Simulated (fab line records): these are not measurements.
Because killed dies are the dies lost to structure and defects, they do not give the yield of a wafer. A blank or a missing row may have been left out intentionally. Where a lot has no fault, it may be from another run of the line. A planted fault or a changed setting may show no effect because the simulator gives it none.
One fault seen from 2 desks || flow n5 finfet || only its own numbers are on each desk; what lay behind them is given at the end

THE METROLOGY DESK
What the gauges read for every lot (on any tool): the sampled wafers with a number, averaged. Any lot whose mean is over 4 standard deviations away from the usual mean is out of limits and marked OUT; that distance is given in the brackets. Shown here are 7 of its 14 readings, the ones lying furthest out on some lot.
Columns: A = M4_RS at N5_BEOL_M4_RS_MEAS_58, usual 0.66 ohm/sq; B = DIBL_P at N5_BEOL_M4_RC_MEAS_101, usual 37.1 mV/V; C = IOFF_P at N5_BEOL_M4_RC_MEAS_101, usual 0.22 nA/um; D = ION_P at N5_BEOL_M4_RC_MEAS_101, usual 466 uA/um; E = VT_P at N5_BEOL_M4_RC_MEAS_101, usual -250 mV; F = M5_ILD_THK at N5_BEOL_M5_THK_MEAS_01, usual 120.9 nm; G = M5_OVL at N5_BEOL_M5_OVL_MEAS_12, usual 0.3 nm
{"lot": "L363", "first seen here": "day 9 17:09", "A": 0.69, "B": 36.0, "C": 0.17, "D": 451, "E": -256, "F": 121.5, "G": 0.2}
{"lot": "L364", "first seen here": "day 10 00:04", "A": 0.65, "B": 38.4, "C": 0.21, "D": 459, "E": -252, "F": 121.7, "G": 0.1}
{"lot": "L365", "first seen here": "day 10 21:11", "A": 0.67, "B": 34.6, "C": 0.19, "D": 457, "E": -254, "F": 118.1, "G": 0.1}
{"lot": "L371", "first seen here": "day 12 05:19", "A": 0.70, "B": 37.7, "C": 0.22, "D": 463, "E": -250, "F": 121.0, "G": 1.1}
{"lot": "L376", "first seen here": "day 13 08:32", "A": 0.69, "B": 35.9, "C": 0.24, "D": 469, "E": -247, "F": 119.9, "G": 0.7}
{"lot": "L377", "first seen here": "day 14 02:28", "A": 0.70, "B": 37.4, "C": 0.23, "D": 468, "E": -248, "F": 121.4, "G": 0.2}
This desk's finding: nothing out of limits on any of the 6 lots.

AT THE TOOL OWNER'S DESK: pvd sputter-02
The tool's own readings at N5_BEOL_M4_SPUTTER_96 (material Cu, target thk 4.5 nm, time 8.29 s): means of the sampled wafers that have a number, for each lot that ran on this tool. Any lot whose mean is over 4 standard deviations away from the usual mean is out of limits and marked OUT; that distance is given in the brackets.
Columns: A = chamber pressure pa at N5_BEOL_M4_SPUTTER_96, usual 0.06999 Pa; B = throttle valve pct at N5_BEOL_M4_SPUTTER_96, usual 30.0 %
{"lot": "L363", "first seen here": "day 9 16:01", "A": 0.06988, "B": 30.3}
{"lot": "L364", "first seen here": "day 9 23:01", "A": 0.07000, "B": 30.2}
{"lot": "L365", "first seen here": "day 10 20:08", "A": 0.06987, "B": 29.9}
This desk's finding: nothing out of limits on any of the 3 lots.

ALL TOGETHER
The metrology desk saw nothing out of limits.
The tool owner's desk saw nothing out of limits.

WHAT WAS PUT IN BY THE SIMULATOR
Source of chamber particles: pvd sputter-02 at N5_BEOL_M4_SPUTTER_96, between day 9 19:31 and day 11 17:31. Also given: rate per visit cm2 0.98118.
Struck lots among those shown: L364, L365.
